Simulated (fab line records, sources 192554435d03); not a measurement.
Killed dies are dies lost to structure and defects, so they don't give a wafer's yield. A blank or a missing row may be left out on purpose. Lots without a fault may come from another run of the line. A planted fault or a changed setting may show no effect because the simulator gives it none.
Which tool did it? | flow n5_finfet | 24 lots, 72 wafers sampled, at 6 steps of a route of 1938

WHAT THE GAUGES READ, wafer by wafer
The record holds no reading of a measuring or inspecting step that can be judged against a usual standard deviation.

WHICH TOOL RAN EACH LOT (tool, then ch and the chambers of the sampled wafers, then the start)
lot  | N5_BEOL_M4_CO_CAP_55             | N5_BEOL_M5_DEGAS_44          | N5_BEOL_M6_ETCH_65                 | N5_BEOL_M6_ETCH_41                            | N5_BEOL_M6_SURFACE_TREAT_79  | N5_BEOL_M7_PECVD_70
L074 | cvd_co-01 ch 0,1,2, day 8 12:14  | pvd_sputter-03, day 8 17:36  | rie_diel-06 ch 0,3, day 9 02:20    | rie_diel-06 ch 0,3, day 9 04:59 or earlier    | pvd_sputter-03, day 9 04:59  | pecvd-03 ch 0,1, day 9 07:06
L075 | cvd_co-02 ch 0,1, day 8 17:49    | pvd_sputter-01, day 9 00:40  | rie_diel-06 ch 1,2, day 9 13:13    | rie_diel-06 ch 1,2, day 9 14:30 or earlier    | pvd_sputter-03, day 9 14:30  | pecvd-03 ch 0,1,2, day 9 16:38
L076 | cvd_co-01 ch 0,1,2, day 9 02:48  | pvd_sputter-01, day 9 08:55  | rie_diel-06 ch 0,3, day 9 19:14    | rie_diel-06 ch 0,3, day 9 22:14 or earlier    | pvd_sputter-01, day 9 22:14  | pecvd-04 ch 0,1,2, day 10 00:20
L077 | cvd_co-01 ch 0,1,2, day 9 05:41  | pvd_sputter-02, day 9 14:02  | rie_diel-04 ch 0,1,3, day 10 00:30 | rie_diel-04 ch 0,1,3, day 10 04:19 or earlier | pvd_sputter-03, day 10 04:19 | pecvd-04 ch 0,2, day 10 06:23
L079 | cvd_co-02 ch 0,1,2, day 9 06:41  | pvd_sputter-03, day 9 14:23  | rie_diel-05 ch 0,1,3, day 10 03:42 | rie_diel-05 ch 0,1,3, day 10 05:01 or earlier | pvd_sputter-02, day 10 05:01 | pecvd-03 ch 0,1,2, day 10 07:24
L078 | cvd_co-01 ch 0,1,2, day 9 09:22  | pvd_sputter-02, day 9 18:08  | rie_diel-06 ch 1,2, day 10 08:19   | rie_diel-06 ch 1,2, day 10 09:47 or earlier   | pvd_sputter-03, day 10 09:47 | pecvd-02 ch 0,1, day 10 12:10
L080 | cvd_co-02 ch 0,2, day 10 02:57   | pvd_sputter-01, day 10 09:12 | rie_diel-04 ch 0,2,3, day 10 21:25 | rie_diel-04 ch 0,2,3, day 10 22:44 or earlier | pvd_sputter-02, day 10 22:44 | pecvd-03 ch 1,2, day 11 00:32
L081 | cvd_co-02 ch 1,2, day 10 03:30   | pvd_sputter-01, day 10 10:04 | rie_diel-05 ch 0,2, day 11 01:19   | rie_diel-05 ch 0,2, day 11 03:19 or earlier   | pvd_sputter-01, day 11 03:19 | pecvd-02 ch 0,2, day 11 05:25
L082 | cvd_co-01 ch 0,2, day 10 08:14   | pvd_sputter-03, day 10 15:23 | rie_diel-04 ch 0,2, day 11 03:17   | rie_diel-04 ch 0,2, day 11 04:38 or earlier   | pvd_sputter-03, day 11 04:38 | pecvd-04 ch 0,1,2, day 11 07:07
L083 | cvd_co-01 ch 0,1, day 10 20:51   | pvd_sputter-03, day 11 04:02 | rie_diel-05 ch 0,1,2, day 11 15:05 | rie_diel-05 ch 0,1,2, day 11 17:06 or earlier | pvd_sputter-02, day 11 17:06 | pecvd-03 ch 0,1, day 11 19:10
L085 | cvd_co-02 ch 0,1,2, day 10 21:19 | pvd_sputter-03, day 11 04:07 | rie_diel-06 ch 0,2,3, day 11 15:29 | rie_diel-06 ch 0,2,3, day 11 18:04 or earlier | pvd_sputter-03, day 11 18:04 | pecvd-03 ch 0,1,2, day 11 20:16
L084 | cvd_co-02 ch 0,1,2, day 11 01:52 | pvd_sputter-01, day 11 09:46 | rie_diel-04 ch 0,1,3, day 11 22:01 | rie_diel-04 ch 0,1,3, day 11 23:37 or earlier | pvd_sputter-01, day 11 23:37 | pecvd-03 ch 0,1,2, day 12 02:38
L088 | cvd_co-01 ch 1,2, day 11 04:52   | pvd_sputter-03, day 11 12:56 | rie_diel-05 ch 1,2, day 11 22:34   | rie_diel-05 ch 1,2, day 12 00:41 or earlier   | pvd_sputter-03, day 12 00:41 | pecvd-04 ch 0,1, day 12 03:52
L086 | cvd_co-01 ch 0,1,2, day 11 04:58 | pvd_sputter-02, day 11 15:25 | rie_diel-05 ch 0,2, day 12 02:27   | rie_diel-05 ch 0,2, day 12 05:16 or earlier   | pvd_sputter-03, day 12 05:16 | pecvd-02 ch 1,2, day 12 07:31
L087 | cvd_co-01 ch 0,1, day 12 03:17   | pvd_sputter-01, day 12 09:19 | rie_diel-04 ch 0,2,3, day 12 20:35 | rie_diel-04 ch 0,2,3, day 12 23:58 or earlier | pvd_sputter-03, day 12 23:58 | pecvd-02 ch 0,1, day 13 02:14
L089 | cvd_co-02 ch 0,1,2, day 12 03:41 | pvd_sputter-01, day 12 09:02 | rie_diel-06 ch 0,3, day 12 20:50   | rie_diel-06 ch 0,3, day 13 00:00 or earlier   | pvd_sputter-03, day 13 00:00 | pecvd-02 ch 0,2, day 13 02:29
L090 | cvd_co-02 ch 0,1,2, day 12 09:10 | pvd_sputter-03, day 12 15:20 | rie_diel-05 ch 0,1,3, day 13 03:37 | rie_diel-05 ch 0,1,3, day 13 05:21 or earlier | pvd_sputter-02, day 13 05:21 | pecvd-03 ch 0,2, day 13 07:50
L091 | cvd_co-02 ch 0,1,2, day 12 23:09 | pvd_sputter-03, day 13 09:07 | rie_diel-05 ch 0,2, day 13 21:16   | rie_diel-05 ch 0,2, day 13 23:58 or earlier   | pvd_sputter-01, day 13 23:58 | pecvd-04 ch 1,2, day 14 01:46
L094 | cvd_co-02 ch 0,2, day 13 03:58   | pvd_sputter-03, day 13 12:25 | rie_diel-06 ch 1,3, day 13 23:57   | rie_diel-06 ch 1,3, day 14 02:46 or earlier   | pvd_sputter-01, day 14 02:46 | pecvd-02 ch 1,2, day 14 05:29
L092 | cvd_co-01 ch 0,1,2, day 13 04:07 | pvd_sputter-02, day 13 11:53 | rie_diel-05 ch 0,1,3, day 13 23:36 | rie_diel-05 ch 0,1,3, day 14 02:32 or earlier | pvd_sputter-02, day 14 02:32 | pecvd-02 ch 0,1, day 14 04:34
L093 | cvd_co-01 ch 0,1,2, day 13 08:42 | pvd_sputter-02, day 13 15:50 | rie_diel-05 ch 2,3, day 14 02:21   | rie_diel-05 ch 2,3, day 14 03:53 or earlier   | pvd_sputter-02, day 14 03:53 | pecvd-03 ch 0,2, day 14 06:37
L096 | cvd_co-02 ch 0,1,2, day 13 09:03 | pvd_sputter-02, day 13 15:55 | rie_diel-06 ch 1,3, day 14 01:53   | rie_diel-06 ch 1,3, day 14 03:14 or earlier   | pvd_sputter-03, day 14 03:14 | pecvd-02 ch 0,1, day 14 06:13
L095 | cvd_co-01 ch 0,1,2, day 14 00:08 | pvd_sputter-03, day 14 07:49 | rie_diel-04 ch 0,2,3, day 14 22:14 | rie_diel-04 ch 0,2,3, day 14 23:43 or earlier | pvd_sputter-03, day 14 23:43 | pecvd-04 ch 0,1, day 15 01:53
L097 | cvd_co-02 ch 0,2, day 14 06:13   | pvd_sputter-02, day 14 11:48 | rie_diel-04 ch 1,3, day 15 03:02   | rie_diel-04 ch 1,3, day 15 04:30 or earlier   | pvd_sputter-02, day 15 04:30 | pecvd-04 ch 0,1, day 15 06:27
- N5_BEOL_M4_CO_CAP_55: material Co, precursor CCTBA/H2, target thk 2 nm, time 102.1 s.
- N5_BEOL_M5_DEGAS_44: time 60 s.
- N5_BEOL_M6_ETCH_65: etches SiARC in CF4, target depth 15.6 nm, time 26 s.
- N5_BEOL_M6_ETCH_41: etches SiCN in CH3F/O2, target depth 29.7 nm, time 52 s.
- N5_BEOL_M6_SURFACE_TREAT_79
- N5_BEOL_M7_PECVD_70: deposits SiO2 from TEOS/O2, target thk 20 nm, time 22.7 s.

WHAT THE TOOLS THEMSELVES READ (means of the sampled wafers that have a number; where no wafer has one, the mark that the record gives instead)
N5_BEOL_M4_CO_CAP_55. Usual: heater_power_w 229 W, standard deviation 15.
lot  | tool      | heater_power_w (W) | flag
L074 | cvd_co-01 | 221                |
L075 | cvd_co-02 | 246                |
L076 | cvd_co-01 | 220                |
L077 | cvd_co-01 | 219                |
L079 | cvd_co-02 | 236                |
L078 | cvd_co-01 | 221                |
L080 | cvd_co-02 | 223                |
L081 | cvd_co-02 | 230                |
L082 | cvd_co-01 | 220                |
L083 | cvd_co-01 | 214                |
L085 | cvd_co-02 | 239                |
L084 | cvd_co-02 | 238                |
L088 | cvd_co-01 | 222                |
L086 | cvd_co-01 | 217                |
L087 | cvd_co-01 | 218                |
L089 | cvd_co-02 | 240                |
L090 | cvd_co-02 | 238                |
L091 | cvd_co-02 | 241                |
L094 | cvd_co-02 | 233                |
L092 | cvd_co-01 | 223                |
L093 | cvd_co-01 | 221                |
L096 | cvd_co-02 | 236                |
L095 | cvd_co-01 | 221                |
L097 | cvd_co-02 | 232                |

N5_BEOL_M5_DEGAS_44. Usual: heater_power_w 363 W, standard deviation 27.
lot  | tool           | heater_power_w (W) | flag
L074 | pvd_sputter-03 | 349                |
L075 | pvd_sputter-01 | 375                |
L076 | pvd_sputter-01 | 383                |
L077 | pvd_sputter-02 | 339                |
L079 | pvd_sputter-03 | 370                |
L078 | pvd_sputter-02 | 340                |
L080 | pvd_sputter-01 | 390                |
L081 | pvd_sputter-01 | 374                |
L082 | pvd_sputter-03 | 374                |
L083 | pvd_sputter-03 | 367                |
L085 | pvd_sputter-03 | 345                |
L084 | pvd_sputter-01 | 383                |
L088 | pvd_sputter-03 | 355                |
L086 | pvd_sputter-02 | 342                |
L087 | pvd_sputter-01 | 388                |
L089 | pvd_sputter-01 | 386                |
L090 | pvd_sputter-03 | 358                |
L091 | pvd_sputter-03 | 354                |
L094 | pvd_sputter-03 | 365                |
L092 | pvd_sputter-02 | 333                |
L093 | pvd_sputter-02 | 340                |
L096 | pvd_sputter-02 | 343                |
L095 | pvd_sputter-03 | 361                |
L097 | pvd_sputter-02 | 339                |

N5_BEOL_M6_ETCH_65. Usual: drypump_motor_current_A 5.9 A, standard deviation 0.5; etch_rf_on_time_s 25.8 s, standard deviation 0.64; oes_product_au 0.68 a.u., standard deviation 0.062; rf_vpp_V 184.6 V, standard deviation 1.2; showerhead_plenum_p_Torr 2.18 Torr, standard deviation 0.057; throttle_valve_pct 15.56 %, standard deviation 0.26.
lot  | tool        | drypump_motor_current_A (A) | etch_rf_on_time_s (s) | oes_product_au (a.u.) | rf_vpp_V (V) | showerhead_plenum_p_Torr (Torr) | throttle_valve_pct (%) | flag
L074 | rie_diel-06 | 5.9                         | 26.7                  | 0.62                  | 183.7        | 2.20                            | 15.70                  |
L075 | rie_diel-06 | 6.3                         | 25.2                  | 0.75                  | 184.5        | 2.22                            | 15.42                  |
L076 | rie_diel-06 | 5.9                         | 26.5                  | 0.61                  | 184.5        | 2.20                            | 15.71                  |
L077 | rie_diel-04 | 5.7                         | 26.0                  | 0.67                  | 185.1        | 2.15                            | 15.55                  |
L079 | rie_diel-05 | 5.9                         | 26.3                  | 0.65                  | 184.3        | 2.22                            | 15.55                  |
L078 | rie_diel-06 | 6.1                         | 25.5                  | 0.77                  | 184.3        | 2.17                            | 15.40                  |
L080 | rie_diel-04 | 5.9                         | 25.7                  | 0.70                  | 184.1        | 2.16                            | 15.57                  |
L081 | rie_diel-05 | 5.9                         | 25.8                  | 0.72                  | 185.2        | 2.20                            | 15.33                  |
L082 | rie_diel-04 | 5.4                         | 25.7                  | 0.71                  | 183.8        | 2.13                            | 15.71                  |
L083 | rie_diel-05 | 5.8                         | 25.8                  | 0.68                  | 185.4        | 2.19                            | 15.58                  |
L085 | rie_diel-06 | 5.7                         | 26.3                  | 0.66                  | 183.4        | 2.17                            | 15.59                  |
L084 | rie_diel-04 | 5.7                         | 26.1                  | 0.74                  | 183.4        | 2.14                            | 15.43                  |
L088 | rie_diel-05 | 5.7                         | 25.7                  | 0.64                  | 184.3        | 2.17                            | 15.87                  |
L086 | rie_diel-05 | 5.7                         | 25.6                  | 0.70                  | 184.0        | 2.14                            | 15.42                  |
L087 | rie_diel-04 | 5.9                         | 25.7                  | 0.68                  | 184.0        | 2.15                            | 15.62                  |
L089 | rie_diel-06 | 6.0                         | 26.3                  | 0.60                  | 184.5        | 2.19                            | 15.76                  |
L090 | rie_diel-05 | 5.9                         | 26.1                  | 0.64                  | 184.9        | 2.21                            | 15.61                  |
L091 | rie_diel-05 | 5.9                         | 25.9                  | 0.69                  | 184.3        | 2.19                            | 15.40                  |
L094 | rie_diel-06 | 5.5                         | 25.3                  | 0.63                  | 184.8        | 2.21                            | 15.55                  |
L092 | rie_diel-05 | 6.0                         | 25.9                  | 0.71                  | 184.9        | 2.21                            | 15.48                  |
L093 | rie_diel-05 | 5.5                         | 25.5                  | 0.73                  | 184.1        | 2.12                            | 15.33                  |
L096 | rie_diel-06 | 6.0                         | 24.9                  | 0.66                  | 185.5        | 2.22                            | 15.54                  |
L095 | rie_diel-04 | 5.9                         | 25.4                  | 0.67                  | 184.7        | 2.14                            | 15.63                  |
L097 | rie_diel-04 | 6.1                         | 26.1                  | 0.69                  | 184.4        | 2.16                            | 15.34                  |

N5_BEOL_M6_ETCH_41. Usual: drypump_motor_current_A 5.9 A, standard deviation 0.49; oes_product_au 0.79 a.u., standard deviation 0.071; rf_vpp_V 298.2 V, standard deviation 1.5; showerhead_plenum_p_Torr 2.04 Torr, standard deviation 0.062; throttle_valve_pct 16.3 %, standard deviation 0.32.
lot  | tool        | drypump_motor_current_A (A) | oes_product_au (a.u.) | rf_vpp_V (V) | showerhead_plenum_p_Torr (Torr) | throttle_valve_pct (%) | flag
L074 | rie_diel-06 | 5.9                         | 0.73                  | 298.4        | 2.07                            | 16.5                   |
L075 | rie_diel-06 | 6.3                         | 0.88                  | 298.4        | 2.07                            | 16.1                   |
L076 | rie_diel-06 | 5.9                         | 0.72                  | 299.1        | 2.07                            | 16.5                   |
L077 | rie_diel-04 | 5.7                         | 0.78                  | 297.9        | 2.01                            | 16.3                   |
L079 | rie_diel-05 | 5.9                         | 0.77                  | 297.7        | 2.08                            | 16.3                   |
L078 | rie_diel-06 | 6.1                         | 0.90                  | 297.1        | 2.02                            | 16.1                   |
L080 | rie_diel-04 | 5.9                         | 0.81                  | 297.1        | 2.02                            | 16.3                   |
L081 | rie_diel-05 | 5.9                         | 0.83                  | 297.9        | 2.04                            | 15.9                   |
L082 | rie_diel-04 | 5.4                         | 0.82                  | 297.4        | 2.00                            | 16.5                   |
L083 | rie_diel-05 | 5.8                         | 0.79                  | 298.8        | 2.04                            | 16.3                   |
L085 | rie_diel-06 | 5.7                         | 0.78                  | 298.5        | 2.03                            | 16.3                   |
L084 | rie_diel-04 | 5.7                         | 0.87                  | 297.6        | 2.00                            | 16.1                   |
L088 | rie_diel-05 | 5.7                         | 0.75                  | 297.6        | 2.04                            | 16.6                   |
L086 | rie_diel-05 | 5.7                         | 0.81                  | 296.9        | 1.99                            | 16.1                   |
L087 | rie_diel-04 | 5.8                         | 0.80                  | 297.3        | 2.02                            | 16.4                   |
L089 | rie_diel-06 | 5.9                         | 0.71                  | 299.1        | 2.06                            | 16.6                   |
L090 | rie_diel-05 | 6.0                         | 0.74                  | 298.3        | 2.07                            | 16.3                   |
L091 | rie_diel-05 | 5.9                         | 0.80                  | 298.8        | 2.04                            | 16.0                   |
L094 | rie_diel-06 | 5.5                         | 0.74                  | 299.3        | 2.07                            | 16.3                   |
L092 | rie_diel-05 | 5.9                         | 0.82                  | 298.3        | 2.07                            | 16.2                   |
L093 | rie_diel-05 | 5.6                         | 0.85                  | 296.3        | 1.97                            | 16.0                   |
L096 | rie_diel-06 | 6.0                         | 0.77                  | 299.1        | 2.08                            | 16.3                   |
L095 | rie_diel-04 | 5.9                         | 0.78                  | 298.4        | 2.01                            | 16.4                   |
L097 | rie_diel-04 | 6.1                         | 0.82                  | 297.5        | 2.01                            | 16.0                   |

N5_BEOL_M7_PECVD_70. Usual: heater_power_w 694 W, standard deviation 61; showerhead_plenum_p_Torr 8.74 Torr, standard deviation 0.037; throttle_valve_pct 21.5 %, standard deviation 1.4.
lot  | tool     | heater_power_w (W) | showerhead_plenum_p_Torr (Torr) | throttle_valve_pct (%) | flag
L074 | pecvd-03 | 681                | 8.77                            | 23.5                   |
L075 | pecvd-03 | 702                | 8.75                            | 22.0                   |
L076 | pecvd-04 | 745                | 8.74                            | 21.9                   |
L077 | pecvd-04 | 675                | 8.75                            | 22.1                   |
L079 | pecvd-03 | 662                | 8.75                            | 22.0                   |
L078 | pecvd-02 | 652                | 8.72                            | 20.9                   |
L080 | pecvd-03 | 634                | 8.74                            | 22.8                   |
L081 | pecvd-02 | 723                | 8.73                            | 19.7                   |
L082 | pecvd-04 | 712                | 8.73                            | 22.1                   |
L083 | pecvd-03 | 654                | 8.75                            | 23.3                   |
L085 | pecvd-03 | 661                | 8.76                            | 22.0                   |
L084 | pecvd-03 | 695                | 8.77                            | 22.1                   |
L088 | pecvd-04 | 701                | 8.73                            | 22.2                   |
L086 | pecvd-02 | 723                | 8.73                            | 20.5                   |
L087 | pecvd-02 | 677                | 8.71                            | 20.9                   |
L089 | pecvd-02 | 683                | 8.70                            | 20.2                   |
L090 | pecvd-03 | 716                | 8.79                            | 21.4                   |
L091 | pecvd-04 | 720                | 8.71                            | 22.3                   |
L094 | pecvd-02 | 713                | 8.74                            | 20.5                   |
L092 | pecvd-02 | 682                | 8.72                            | 21.0                   |
L093 | pecvd-03 | 729                | 8.77                            | 20.8                   |
L096 | pecvd-02 | 671                | 8.73                            | 21.1                   |
L095 | pecvd-04 | 639                | 8.78                            | 22.2                   |
L097 | pecvd-04 | 624                | 8.72                            | 22.2                   |

THE ANSWER, worked out from the rows above alone
Rule: a lot is off if the mean of its wafers that have a number lies more than 3 standard deviations from the usual mean. A lot without any number at a reading at which 4 lots or more have one is off too. The other lots that the step has rows for count as sound. The gauges are gone through in route order, then the tools' own readings, and for those a lot's mean is taken as printed above. The first step at which some lot is off is used, and at that step the reading that is off furthest; a lot without a number counts as furthest.
No lot is off at any reading shown: from this, nothing can be told.

WHAT THE SIMULATOR HAD PUT IN
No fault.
